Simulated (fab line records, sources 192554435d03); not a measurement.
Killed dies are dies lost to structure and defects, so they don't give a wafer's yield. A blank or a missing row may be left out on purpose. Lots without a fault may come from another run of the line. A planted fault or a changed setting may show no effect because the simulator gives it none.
Chamber matching | flow n5_finfet | N5_DUMMY_GATE_STRIP_48 on rie_diel-01: 4 sister chambers
The step strips in N2/H2, time 20 s. 18 wafers are shown with their chamber, then 9 later ones without.

WAFERS WITH THEIR CHAMBER
wafer  | chamber | showerhead_plenum_p_Torr (Torr) | throttle_valve_pct (%) | oes_product_au (a.u.)
L077.2 | 0       | 3.15                            | 11.91                  | 0.82
L077.3 | 3       | 3.36                            | 12.38                  | 0.72
L077.5 | 0       | 3.15                            | 11.92                  | 0.82
L079.1 | 0       | 3.15                            | 11.90                  | 0.81
L079.2 | 3       | 3.36                            | 12.40                  | 0.72
L079.5 | 1       | 3.50                            | 12.36                  | 0.74
L081.3 | 0       | 3.15                            | 11.91                  | 0.81
L081.4 | 3       | 3.36                            | 12.41                  | 0.72
L081.6 | 2       | 3.38                            | 12.05                  | 0.76
L085.2 | 0       | 3.14                            | 11.93                  | 0.80
L085.3 | 3       | 3.35                            | 12.41                  | 0.71
L085.4 | 1       | 3.50                            | 12.39                  | 0.73
L086.1 | 1       | 3.50                            | 12.40                  | 0.72
L086.5 | 2       | 3.37                            | 12.06                  | 0.74
L086.6 | 1       | 3.49                            | 12.39                  | 0.72
L089.1 | 3       | 3.35                            | 12.43                  | 0.70
L089.2 | 0       | 3.14                            | 11.95                  | 0.80
L089.3 | 1       | 3.49                            | 12.40                  | 0.71

SIGNATURES (means of the wafers above)
reading                  | chamber 0 | chamber 1 | chamber 2 | chamber 3 | scatter within a chamber
showerhead_plenum_p_Torr | 3.1467    | 3.4960    | 3.3750    | 3.3560    | 0.0055
throttle_valve_pct       | 11.9200   | 12.3880   | 12.0550   | 12.4060   | 0.017
oes_product_au           | 0.8100    | 0.7240    | 0.7500    | 0.7140    | 0.0101
Rule: a wafer's distance from a chamber is the root of the sum, over the readings, of the square of ((its reading less the chamber's mean) divided by the reading's scatter). The wafer belongs to the nearest chamber; if the next one is less than 2 further off, it can't be placed. The scatter: the root of (the sum of the squares of (reading less its chamber's mean) over the shown wafers, divided by (wafers less chambers)).

WAFERS WITHOUT THEIR CHAMBER
wafer  | showerhead_plenum_p_Torr (Torr) | throttle_valve_pct (%) | oes_product_au (a.u.)
L093.1 | 3.14                            | 11.97                  | 0.79
L093.2 | 3.37                            | 12.10                  | 0.73
L093.5 | 3.14                            | 11.95                  | 0.79
L095.1 | 3.49                            | 12.45                  | 0.71
L095.3 | 3.37                            | 12.10                  | 0.73
L095.5 | 3.49                            | 12.43                  | 0.70
L096.1 | 3.13                            | 11.97                  | 0.79
L096.3 | 3.36                            | 12.11                  | 0.73
L096.5 | 3.13                            | 11.97                  | 0.79

WHICH CHAMBER EACH WENT THROUGH
wafer  | from the rows above | in truth
L093.1 | 0                   | 0
L093.2 | 2                   | 2
L093.5 | 0                   | 0
L095.1 | 1                   | 1
L095.3 | 2                   | 2
L095.5 | 1                   | 1
L096.1 | 0                   | 0
L096.3 | 2                   | 2
L096.5 | 0                   | 0
Placed correctly: 9 of 9. Can't be placed from these rows: 0. Placed wrongly: 0.
